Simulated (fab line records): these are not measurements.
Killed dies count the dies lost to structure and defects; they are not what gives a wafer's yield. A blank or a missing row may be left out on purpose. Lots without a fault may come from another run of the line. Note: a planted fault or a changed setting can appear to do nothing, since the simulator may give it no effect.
Matching of chambers	flow nand harc	NHARC_P_M0_PRE_CLEAN_31 on pecvd-02: 3 sister chambers
The step time 12 s. 14 wafers are shown with their chamber, then 7 later ones without.

## WAFERS WITH THEIR CHAMBER
wafer	chamber	heater power w (W)
L078.1	1	633
L078.3	0	621
L078.6	2	659
L081.2	2	683
L081.3	0	659
L081.6	1	561
L084.2	1	635
L084.4	0	664
L084.5	2	734
L085.1	1	668
L085.2	2	696
L085.6	0	554
L092.1	0	617
L092.2	1	680

SIGNATURES (means of the wafers above)
reading	chamber 0	chamber 1	chamber 2	scatter within a chamber
heater power w	623.00	635.40	693.00	41.9
Rule: for a wafer and a chamber, the distance is found by dividing, reading by reading, the gap between the wafer's reading and the chamber's mean by the reading's scatter, squaring, summing and taking the root. If the next closest chamber is less than 2 further off than the closest, the wafer can't be placed; otherwise it belongs to the closest. How the scatter is found: for the shown wafers, subtract from each reading the mean of its chamber, square and add these, divide the total by (wafers less chambers), then take the root.

## WAFERS WITH NO CHAMBER GIVEN
wafer	heater power w (W)
L092.6	697
L093.1	682
L093.2	660
L093.6	695
L097.1	693
L097.2	651
L097.6	694

## WHICH CHAMBER EACH ONE RAN IN
wafer	from the rows above	in truth
L092.6	can't be placed: 2 or 1 or 0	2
L093.1	can't be placed: 2 or 1 or 0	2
L093.2	can't be placed: 1 or 2 or 0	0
L093.6	can't be placed: 2 or 1 or 0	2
L097.1	can't be placed: 2 or 1 or 0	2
L097.2	can't be placed: 1 or 0 or 2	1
L097.6	can't be placed: 2 or 1 or 0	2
Placed correctly: 0 of 7. Can't be placed from these rows: 7 (the true chamber is among the candidates in 7). Wrongly placed: 0.
